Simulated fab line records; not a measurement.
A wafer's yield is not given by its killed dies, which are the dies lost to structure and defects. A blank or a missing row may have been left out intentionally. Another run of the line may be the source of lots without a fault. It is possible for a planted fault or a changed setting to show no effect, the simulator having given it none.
fab line records	flow nand_harc
record: lots: 12	wafers: 36	last_day: 33
route steps=1302 shown A_STAIRCASE@669
lots that met no fault: taken from a fault-free run of the same line
start_h: the number of hours between the record's first day and the start of the first shown wafer of the lot	wait_h: how many hours have passed since the lot's step before this one	" as in the row above	L1.1+2: one row covering several wafers at once	- either no value or no given start	* or withheld: withheld	< > ~ a bound
route shown NAME@n: a module of which the file shows steps, and the number in the route of the first	usual: average and standard deviation across the fault-free wafers	same: alike in all rows	chamber/n: place in a boat	sites: per-site readings	_std_site: standard deviation of those values	_edge_site: mean of outer sites minus mean of inner sites	radius_mm: how far each site lies from the wafer's centre	mask NAME#n: copy n	behind: the most recent tool/chamber to have shaped the wafer	hold: why the lot was held/for how many hours/how that ended	device: which transistor (n, p or np) failed to switch	end of line: at the end of the route, the tests of the same wafers	where a step has no rows: the recipe by itself	killed: dies lost to structure and defects at the first sort, not the wafer's yield	map: dies across one wafer; x = killed, . = not, _ = none there
set.NAME: the setting the step ran with; set.NAME@STEP: the setting that earlier step ran with	model.NAME: the simulator's own value behind a step, which no gauge read
the route's steps for a sample of lots (tables are steps, rows are wafers)
services: a tool's chamber out of use, with start hour (start_h, from the record's first day; less than 0 if before it), hours out, and reason
== steps ==
step: NHARC_A_STAIRCASE_ETCH_13
recipe: target_depth_a: 1000	time_s: 40.5	ion_energy_ev: 400	c4f8_flow_sccm: 20	o2_flow_sccm: 10	ar_flow_sccm: withheld	rf_w: 600	bias_w: 1000	chemistry: C4F8/O2
usual: oes_product_au: 0.943/0.013	rf_vpp_V: 895/5	run_length_s: 61.8/0.44
lot.wafer	tool	chamber	start_h	wait_h	oes_product_au	rf_hours_counter_h	rf_vpp_V	run_length_s
L876.2	rie_diel-03	0	-	-	0.942	25	890	62.2
L876.4	"	2	"	"	0.931	25	899	61.8
L876.5	"	1	"	"	0.949	-	893	61.8
L879.3	rie_diel-11	3	-	-	0.938	45	890	61.5
L879.1	"	0	"	"	0.929	42	887	61.8
L879.4	"	3	"	"	0.932	-	892	61.4
L884.2	rie_diel-11	2	-	-	0.938	0	894	60.7
L884.6	"	2	"	"	0.929	-	893	60.9
L884.5	"	3	"	"	0.938	-	889	61.4
L887.2	rie_diel-03	1	-	-	0.958	2	890	61.6
L887.6	"	0	"	"	0.935	-	892	62.1
L887.5	"	1	"	"	0.975	-	891	62.1
L888.2	rie_diel-13	2	-	-	0.955	36	900	62.1
L888.3	"	0	"	"	0.954	41	897	61.9
L888.6	"	0	"	"	0.956	-	897	62.3
L892.3	rie_diel-13	2	-	-	0.950	41	899	62.1
L892.4	"	3	"	"	0.955	34	896	62.2
L892.6	"	3	"	"	0.958	-	896	61.8
L891.3	rie_diel-11	0	-	-	0.925	25	905	61.3
L891.1	"	1	"	"	0.931	25	901	62.2
L891.5	"	0	"	"	0.929	-	905	61.2
L893.4	rie_diel-11	3	-	-	0.943	31	889	61.2
L893.1	"	2	"	"	0.940	30	894	60.8
L893.5	"	3	"	"	0.938	-	891	61.4
L894.4	rie_diel-11	0	-	-	0.958	36	904	61.6
L894.6	"	0	"	"	0.949	-	904	61.8
L894.5	"	1	"	"	0.934	-	902	62.4
L896.4	rie_diel-13	3	-	-	0.931	5	896	62.2
L896.1	"	0	"	"	0.957	5	896	62.0
L896.6	"	2	"	"	0.954	-	899	61.7
L897.4	rie_diel-11	0	-	-	0.944	47	905	61.3
L897.5	"	0	"	"	0.952	-	906	61.5
L897.6	"	1	"	"	0.944	-	901	62.2
L898.2	rie_diel-13	2	-	-	0.943	14	899	62.0
L898.4	"	3	"	"	0.928	12	896	61.9
L898.6	"	1	"	"	0.929	-	892	61.4
step: NHARC_A_STAIRCASE_ETCH_15
recipe: target_depth_a: 1000	time_s: 40.5	ion_energy_ev: 400	c4f8_flow_sccm: 20	o2_flow_sccm: 10	ar_flow_sccm: withheld	rf_w: 600	bias_w: 1000	chemistry: C4F8/O2
usual: oes_product_au: 0.938/0.01	rf_vpp_V: 894/4.6	run_length_s: 61.8/0.48
lot.wafer	tool	chamber	start_h	wait_h	oes_product_au	rf_hours_counter_h	rf_vpp_V	run_length_s
L876.4	rie_diel-03	2	-	-	0.921	25	898	62.4
L876.2	"	3	"	"	0.927	22	889	61.2
L876.5	"	0	"	"	0.937	-	892	62.3
L879.3	rie_diel-11	2	-	-	0.928	50	894	61.1
L879.1	"	0	"	"	0.935	42	886	61.4
L879.4	"	0	"	"	0.933	-	887	61.9
L884.2	rie_diel-11	3	-	-	0.942	0	890	61.7
L884.5	"	0	"	"	0.949	-	906	61.4
L884.6	"	1	"	"	0.927	-	903	63.0
L887.2	rie_diel-03	2	-	-	0.947	2	900	62.3
L887.6	"	0	"	"	0.934	-	891	62.5
L887.5	"	1	"	"	0.950	-	890	62.0
L888.3	rie_diel-13	2	-	-	0.954	36	899	61.9
L888.2	"	0	"	"	0.950	41	896	62.1
L888.6	"	0	"	"	0.957	-	896	62.3
L892.3	rie_diel-13	2	-	-	0.940	41	898	61.7
L892.4	"	0	"	"	0.947	46	895	61.9
L892.6	"	2	"	"	0.941	-	898	61.8
L891.3	rie_diel-11	0	-	-	0.918	25	905	61.8
L891.1	"	1	"	"	0.925	25	901	62.6
L891.5	"	3	"	"	0.922	-	890	61.4
L893.1	rie_diel-11	2	-	-	0.927	30	893	61.1
L893.4	"	0	"	"	0.943	29	905	61.6
L893.5	"	3	"	"	0.934	-	891	61.4
L894.4	rie_diel-11	2	-	-	0.929	36	892	60.8
L894.6	"	2	"	"	0.925	-	893	61.1
L894.5	"	3	"	"	0.935	-	890	61.1
L896.1	rie_diel-13	1	-	-	0.933	7	892	61.3
L896.4	"	3	"	"	0.930	5	896	62.2
L896.6	"	2	"	"	0.939	-	898	61.8
L897.4	rie_diel-11	3	-	-	0.947	45	889	61.9
L897.5	"	2	"	"	0.943	-	892	60.8
L897.6	"	3	"	"	0.950	-	889	61.6
L898.2	rie_diel-13	1	-	-	0.931	15	892	61.4
L898.4	"	2	"	"	0.936	14	901	62.0
L898.6	"	3	"	"	0.918	-	896	62.6
step: NHARC_A_STAIRCASE_TRIM_18
recipe: time_s: 211.2	o2_flow_sccm: 500	ar_flow_sccm: 0	bias_w: 0	chemistry: O2
usual: drypump_motor_current_A: 5.6/0.38	oes_product_au: 0.995/0.01	rf_vpp_V: 57.8/0.84	showerhead_plenum_p_Torr: 3.50/0.13	throttle_valve_pct: 17.037/0.0095
lot.wafer	tool	chamber	start_h	wait_h	drypump_motor_current_A	oes_product_au	rf_hours_counter_h	rf_vpp_V	showerhead_plenum_p_Torr	throttle_valve_pct
L876.4	rie_diel-03	3	-	-	5.9	0.979	22	57.2	3.35	17.024
L876.2	"	0	"	"	5.9	1.010	26	57.5	3.41	17.049
L876.5	"	2	"	"	5.8	0.986	-	57.4	3.61	17.030
L879.1	rie_diel-11	0	-	-	6.1	0.986	42	55.8	3.27	17.025
L879.3	"	2	"	"	6.1	0.982	50	58.1	3.47	17.028
L879.4	"	3	"	"	5.1	0.998	-	57.4	3.38	17.050
L884.2	rie_diel-11	1	-	-	5.6	0.989	0	57.5	3.72	17.050
L884.5	"	3	"	"	5.2	0.991	-	57.8	3.38	17.044
L884.6	"	0	"	"	6.1	0.997	-	58.8	3.81	17.033
L887.2	rie_diel-03	3	-	-	5.9	0.988	2	57.3	3.33	17.036
L887.6	"	2	"	"	5.9	0.992	-	57.3	3.59	17.026
L887.5	"	3	"	"	5.9	0.997	-	57.6	3.33	17.048
L888.2	rie_diel-13	1	-	-	5.9	0.974	43	58.3	3.43	17.035
L888.3	"	0	"	"	5.3	1.002	41	59.7	3.54	17.028
L888.6	"	1	"	"	5.9	0.990	-	57.8	3.43	17.044
L892.3	rie_diel-13	2	-	-	5.1	1.003	41	57.1	3.61	17.040
L892.4	"	3	"	"	5.5	0.988	35	60.0	3.54	17.027
L892.6	"	1	"	"	5.9	0.987	-	58.2	3.43	17.045
L891.1	rie_diel-11	1	-	-	5.5	0.981	26	57.4	3.70	17.038
L891.3	"	2	"	"	6.1	0.991	27	57.9	3.45	17.038
L891.5	"	3	"	"	5.2	0.989	-	56.5	3.36	17.029
L893.1	rie_diel-11	3	-	-	5.2	0.991	31	56.8	3.36	17.038
L893.4	"	0	"	"	6.2	0.994	29	57.6	3.79	17.033
L893.5	"	2	"	"	6.1	0.978	-	58.3	3.45	17.031
L894.4	rie_diel-11	1	-	-	5.5	1.002	36	57.8	3.70	17.044
L894.5	"	0	"	"	6.1	1.006	-	58.4	3.79	17.027
L894.6	"	1	"	"	5.5	0.994	-	58.7	3.70	17.039
L896.1	rie_diel-13	2	-	-	5.2	0.989	7	56.2	3.60	17.031
L896.4	"	0	"	"	5.3	1.000	5	59.1	3.53	17.037
L896.6	"	2	"	"	5.2	0.998	-	56.7	3.60	17.043
L897.4	rie_diel-11	1	-	-	5.5	0.986	46	58.5	3.69	17.032
L897.6	"	3	"	"	5.1	0.980	-	56.9	3.35	17.025
L897.5	"	0	"	"	6.2	0.987	-	59.1	3.78	17.045
L898.4	rie_diel-13	0	-	-	5.3	1.009	14	56.8	3.53	17.024
L898.2	"	3	"	"	5.5	1.006	13	58.4	3.53	17.039
L898.6	"	0	"	"	5.3	1.003	-	58.3	3.53	17.046
step: NHARC_A_STAIRCASE_ETCH_19
recipe: target_depth_a: 1000	time_s: 40.5	ion_energy_ev: 400	c4f8_flow_sccm: 20	o2_flow_sccm: 10	ar_flow_sccm: withheld	rf_w: 600	bias_w: 1000	chemistry: C4F8/O2
usual: oes_product_au: 0.940/0.01	rf_vpp_V: 895/5	run_length_s: 61.8/0.45
lot.wafer	tool	chamber	start_h	wait_h	oes_product_au	rf_hours_counter_h	rf_vpp_V	run_length_s
L876.4	rie_diel-03	0	352.93	-	0.948	26	892	62.1
L876.2	"	2	"	"	0.941	26	899	61.6
L876.5	"	0	"	"	0.951	-	892	62.2
L879.1	rie_diel-11	3	393.80	-	0.947	46	892	61.1
L879.3	"	2	"	"	0.936	50	895	60.8
L879.4	"	3	"	"	0.946	-	891	61.5
L884.2	rie_diel-11	3	444.32	-	0.921	0	890	58.9
L884.6	"	0	"	"	0.939	-	906	61.4
L884.5	"	1	"	"	0.939	-	902	59.4
L887.2	rie_diel-03	0	475.58	-	0.930	2	891	62.5
L887.5	"	0	"	"	0.936	-	892	62.2
L887.6	"	1	"	"	0.953	-	891	61.7
L888.3	rie_diel-13	0	484.02	-	0.956	41	897	61.9
L888.2	"	1	"	"	0.935	43	892	61.3
L888.6	"	2	"	"	0.955	-	899	62.2
L892.4	rie_diel-13	3	511.69	-	0.939	35	897	62.4
L892.3	"	0	"	"	0.926	47	896	61.9
L892.6	"	2	"	"	0.932	-	899	62.1
L891.3	rie_diel-11	0	517.93	-	0.939	26	906	61.2
L891.1	"	1	"	"	0.944	26	902	62.4
L891.5	"	0	"	"	0.933	-	904	61.2
L893.4	rie_diel-11	3	531.46	-	0.933	31	890	61.2
L893.1	"	2	"	"	0.944	31	893	61.5
L893.5	"	3	"	"	0.930	-	888	61.1
L894.4	rie_diel-11	3	551.24	-	0.964	37	890	61.2
L894.5	"	3	"	"	0.953	-	889	61.3
L894.6	"	0	"	"	0.938	-	905	61.3
L896.4	rie_diel-13	2	558.30	-	0.935	7	898	61.8
L896.1	"	3	"	"	0.931	5	897	61.9
L896.6	"	1	"	"	0.923	-	892	61.5
L897.4	rie_diel-11	0	578.11	-	0.938	47	905	61.6
L897.6	"	1	"	"	0.948	-	902	62.5
L897.5	"	2	"	"	0.950	-	893	60.9
L898.2	rie_diel-13	3	582.88	-	0.928	13	896	61.8
L898.4	"	0	"	"	0.926	14	897	61.9
L898.6	"	3	"	"	0.918	-	897	61.9
== services ==
tool	chamber	start_h	hours	kind
rie_diel-13	0	330.56	4.9	repair
rie_diel-11	0	339.98	-	clean
rie_diel-11	1	339.98	-	clean
rie_diel-11	2	339.98	-	clean
rie_diel-11	3	339.98	-	clean
rie_diel-13	-	343.85	9.0	pm
rie_diel-13	3	356.68	15.5	repair
rie_diel-11	0	364.95	-	clean
rie_diel-11	1	364.95	-	clean
rie_diel-11	2	364.95	-	clean
rie_diel-11	3	364.95	-	clean
rie_diel-13	2	374.87	1.9	repair
rie_diel-11	-	382.15	0.2	repair
rie_diel-03	3	387.53	3.3	repair
rie_diel-11	0	390.42	-	clean
rie_diel-13	2	423.78	9.2	repair
rie_diel-11	1	423.84	6.5	repair
rie_diel-11	-	434.04	9.0	pm
rie_diel-13	0	448.17	6.2	repair
rie_diel-03	-	458.39	9.0	pm
rie_diel-13	3	475.75	22.2	repair
rie_diel-03	0	481.35	3.6	repair
rie_diel-13	-	520.91	9.0	pm
rie_diel-13	-	530.61	0.6	repair
== key ==
first_sign: step: NHARC_A_STAIRCASE_ETCH_19	reading: run_length_s	direction: down	sigmas: 5.8	usual: *	struck: *
effect none on later readings
met_at NHARC_A_STAIRCASE_ETCH_19
struck_lots L884
struck_wafers L884.2,L884.5
tester_left_out L884
not_acting_at NHARC_A_STAIRCASE_ETCH_13,NHARC_A_STAIRCASE_ETCH_15,NHARC_A_STAIRCASE_TRIM_18
onset_between 393.80 444.32
fault: kind: process_parameter_drift	tool: rie_diel-11	chamber: -	onset_h: 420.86	steps: NHARC_A_STAIRCASE_ETCH_19	channel: time_s	offset: *	shape: step	end_h: 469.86	scope: struck_wafers_only	acts_in: *	stated: *
tester_left_out: of these lots the tester's yield and bins aren't shown, on N5 and GAA mostly nor the transistor test; their killed dies are dies lost to structure and defects alone, not to doping, threshold or leakage, so they don't give the yield
